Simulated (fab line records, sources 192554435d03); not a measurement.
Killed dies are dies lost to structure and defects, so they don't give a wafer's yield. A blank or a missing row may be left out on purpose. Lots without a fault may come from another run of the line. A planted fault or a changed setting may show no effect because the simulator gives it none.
Which tool did it? | flow n5_finfet | 11 lots, 33 wafers sampled, at 5 steps of a route of 1938

WHAT THE GAUGES READ, wafer by wafer
The record holds no reading of a measuring or inspecting step that can be judged against a usual standard deviation.

WHICH TOOL RAN EACH LOT (tool, then ch and the chambers of the sampled wafers, then the start)
lot  | N5_BEOL_M2_ECD_50              | N5_PASSIVATION_PRE_CLEAN_19  | N5_PASSIVATION_DESCUM_32           | N5_PASSIVATION_PECVD_35         | N5_PASSIVATION_PROBE_49
L878 | ecd_cu-02 ch 0,1, day 7 00:31  | pvd_sputter-03, day 12 01:59 | rie_diel-02 ch 1,2, day 12 02:41   | pecvd-01 ch 0,1, day 12 04:02   | -
L879 | ecd_cu-01 ch 0,1, day 7 08:52  | pvd_sputter-03, day 12 06:10 | rie_diel-02 ch 0,3, day 12 07:01   | pecvd-01 ch 1,2, day 12 08:13   | -
L881 | ecd_cu-01 ch 0,1, day 7 16:11  | pvd_sputter-01, day 13 13:50 | rie_diel-01 ch 0,1,2, day 13 14:32 | pecvd-03 ch 0,1,2, day 13 15:45 | -
L883 | ecd_cu-01 ch 0,1, day 8 02:06  | pvd_sputter-01, day 13 14:17 | rie_diel-02 ch 0,1, day 13 14:59   | pecvd-01 ch 1,2, day 13 16:13   | -
L885 | ecd_cu-01 ch 0,1, day 9 11:58  | pvd_sputter-01, day 14 07:01 | rie_diel-02 ch 0,2,3, day 14 07:50 | pecvd-03 ch 0,1,2, day 14 09:06 | -
L887 | ecd_cu-01 ch 0,1, day 9 19:01  | pvd_sputter-02, day 15 14:26 | rie_diel-02 ch 0,1, day 15 15:09   | pecvd-04 ch 0,1, day 15 16:22   | prober-01, day 15 20:28
L886 | ecd_cu-02 ch 0,1, day 9 19:59  | pvd_sputter-01, day 15 18:27 | rie_diel-02 ch 0,1,2, day 15 19:14 | pecvd-01 ch 0,1,2, day 15 20:59 | -
L888 | ecd_cu-01 ch 0,1, day 10 03:03 | pvd_sputter-02, day 15 12:32 | rie_diel-06 ch 0,1, day 15 13:35   | pecvd-01 ch 0,1,2, day 15 14:53 | prober-01, day 15 19:22
L890 | ecd_cu-01 ch 0,1, day 10 09:13 | pvd_sputter-01, day 15 17:57 | rie_diel-01 ch 0,2,3, day 15 18:39 | pecvd-04 ch 0,1,2, day 15 19:59 | prober-02, day 16 00:04
L895 | ecd_cu-02 ch 0,1, day 11 10:46 | pvd_sputter-02, day 17 04:35 | rie_diel-01 ch 0,1,3, day 17 05:25 | pecvd-03 ch 0,1,2, day 17 06:54 | -
L900 | ecd_cu-01 ch 0,1, day 12 18:28 | pvd_sputter-03, day 17 22:49 | rie_diel-02 ch 0,1,2, day 17 23:31 | pecvd-04 ch 0,1,2, day 18 00:54 | -
- N5_BEOL_M2_ECD_50: material Cu, target thk 300 nm.
- N5_PASSIVATION_PRE_CLEAN_19
- N5_PASSIVATION_DESCUM_32: chemistry O2, time 7.9 s.
- N5_PASSIVATION_PECVD_35: deposits SiNx from SiH4/NH3/N2, target thk 700 nm, time 151.3 s.
- N5_PASSIVATION_PROBE_49

WHAT THE TOOLS THEMSELVES READ (means of the sampled wafers that have a number; where no wafer has one, the mark that the record gives instead)
N5_PASSIVATION_PRE_CLEAN_19.
lot  | tool           | heater_power_w (W)
L878 | pvd_sputter-03 | 444
L879 | pvd_sputter-03 | 477
L881 | pvd_sputter-01 | 460
L883 | pvd_sputter-01 | 470
L885 | pvd_sputter-01 | 459
L887 | pvd_sputter-02 | 456
L886 | pvd_sputter-01 | 443
L888 | pvd_sputter-02 | 491
L890 | pvd_sputter-01 | 459
L895 | pvd_sputter-02 | 525
L900 | pvd_sputter-03 | 453

N5_PASSIVATION_DESCUM_32.
lot  | tool        | drypump_motor_current_A (A) | oes_product_au (a.u.) | rf_vpp_V (V) | showerhead_plenum_p_Torr (Torr) | throttle_valve_pct (%)
L878 | rie_diel-02 | 5.4                         | 0.84                  | 244.1        | 2.15                            | 20.58
L879 | rie_diel-02 | 5.8                         | 0.73                  | 243.3        | 2.11                            | 20.45
L881 | rie_diel-01 | 5.1                         | 0.80                  | 241.4        | 2.04                            | 20.51
L883 | rie_diel-02 | 5.6                         | 0.76                  | 244.9        | 2.19                            | 20.76
L885 | rie_diel-02 | 5.7                         | 0.80                  | 243.7        | 2.10                            | 20.46
L887 | rie_diel-02 | 5.7                         | 0.75                  | 244.7        | 2.17                            | 20.78
L886 | rie_diel-02 | 5.6                         | 0.80                  | 243.1        | 2.13                            | 20.63
L888 | rie_diel-06 | 5.8                         | 0.80                  | 244.6        | 2.19                            | 20.49
L890 | rie_diel-01 | 5.2                         | 0.80                  | 243.0        | 2.08                            | 20.45
L895 | rie_diel-01 | 5.3                         | 0.81                  | 242.5        | 2.11                            | 20.47
L900 | rie_diel-02 | 5.6                         | 0.78                  | 244.3        | 2.12                            | 20.65

N5_PASSIVATION_PECVD_35.
lot  | tool     | heater_power_w (W) | showerhead_plenum_p_Torr (Torr) | susceptor_temp_C (C) | throttle_valve_pct (%)
L878 | pecvd-01 | 302                | 8.52                            | 400.05               | 29.2
L879 | pecvd-01 | 353                | 8.59                            | 400.25               | 27.7
L881 | pecvd-03 | 394                | 8.65                            | 399.94               | 28.5
L883 | pecvd-01 | 411                | 8.59                            | 399.84               | 27.8
L885 | pecvd-03 | 429                | 8.67                            | 400.28               | 28.7
L887 | pecvd-04 | 348                | 8.65                            | 399.65               | 28.1
L886 | pecvd-01 | 390                | 8.56                            | 399.60               | 28.5
L888 | pecvd-01 | 364                | 8.56                            | 399.69               | 28.5
L890 | pecvd-04 | 369                | 8.66                            | 399.88               | 27.8
L895 | pecvd-03 | 400                | 8.66                            | 400.18               | 28.7
L900 | pecvd-04 | 381                | 8.65                            | 399.67               | 27.9

N5_PASSIVATION_PROBE_49.
lot  | tool      | defect_limited_yield (%) | killed_at_M0_to_M3 | killed_at_M4_up | killed_at_contacts | killed_at_front_end | killed_at_other | killed_dies | killed_on_rim | killed_open | killed_short | sort_bin_5_function (%) | sort_bin_6_memory (%) | sort_n_pass | sort_yield_pct (%)
L887 | prober-01 | 70.8                     | 287                | 16              | 7                  | 32                  | 2.3             | 345         | 45            | 50          | 31           | 19.2                    | 7.9                   | 835         | 70.8
L888 | prober-01 | 70.1                     | 284                | 18              | 12                 | 36                  | 2.0             | 352         | 45            | 69          | 30           | 19.0                    | 8.7                   | 828         | 70.1
L890 | prober-02 | 51.5                     | 521                | 6               | 9                  | 34                  | 2.0             | 572         | 74            | 45          | 25           | 32.4                    | 12.3                  | 608         | 51.5

THE ANSWER, worked out from the rows above alone
Rule: what is usual is taken from the lots themselves. Put in order of their means at a reading, lots are off if they are a third of the lots or fewer, leave a main group of 4 or more, and stand apart from it by a gap of 3 or more times the standard deviation of the main group's means; of several such gaps the widest counts. A main group whose means are all the same, to the digits that the tables above print for the reading, isn't used. A lot without any number at a reading at which 4 lots or more have one is off too. The other lots that the step has rows for count as sound. The gauges are gone through in route order, then the tools' own readings, and for those a lot's mean is taken as printed above. The first step at which some lot is off is used, and at that step the reading that is off furthest; a lot without a number counts as furthest.
No lot is off at any reading shown: from this, nothing can be told.

WHAT THE SIMULATOR HAD PUT IN
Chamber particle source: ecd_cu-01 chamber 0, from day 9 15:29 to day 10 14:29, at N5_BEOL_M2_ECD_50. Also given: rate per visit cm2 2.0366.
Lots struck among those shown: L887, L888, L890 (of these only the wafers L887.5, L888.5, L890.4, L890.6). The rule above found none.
